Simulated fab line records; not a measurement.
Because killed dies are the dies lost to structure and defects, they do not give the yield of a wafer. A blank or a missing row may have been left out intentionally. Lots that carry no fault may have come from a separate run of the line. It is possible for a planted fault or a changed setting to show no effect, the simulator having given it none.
Chamber matching ; flow n5 finfet ; N5_STI_FIN_REVEAL_STRIP_24 on rie diel-03: 4 sister chambers
The step strips in N2/H2, time 90 s. 4 wafers are shown with their chamber, then 9 later ones without.

WAFERS PAIRED WITH THEIR CHAMBERS
wafer;chamber;drypump motor current A (A)
L084.1;3;5.6
L085.1;2;6.7
L086.4;0;6.0
L086.5;1;6.5

WAFERS WHOSE CHAMBER IS MISSING
wafer;drypump motor current A (A)
L091.2;6.0
L091.5;6.0
L091.6;6.5
L094.1;6.0
L094.3;5.6
L094.4;6.8
L095.2;5.6
L095.5;6.5
L095.6;6.0

WHICH CHAMBER EACH ONE RAN IN
wafer;from the rows above;in truth
L091.2;0;0
L091.5;0;0
L091.6;1;1
L094.1;0;0
L094.3;3;3
L094.4;2;2
L095.2;3;3
L095.5;1;1
L095.6;0;0
9 of 9 placed correctly. From these rows, 0 cannot be placed. Wrongly placed: 0.
How it was worked out, from the rows above alone: a wafer's distance from a chamber is the root of the sum, over the readings, of the square of ((its reading less the chamber's mean) divided by the reading's scatter). If the next closest chamber is less than 2 further off than the closest, the wafer can't be placed; otherwise it belongs to the closest. The mean given for a chamber averages the wafers shown for that chamber. The scatter (one wafer shown for each chamber): square how far every hidden wafer sits from the nearest shown wafer, average those squares and take the square root.
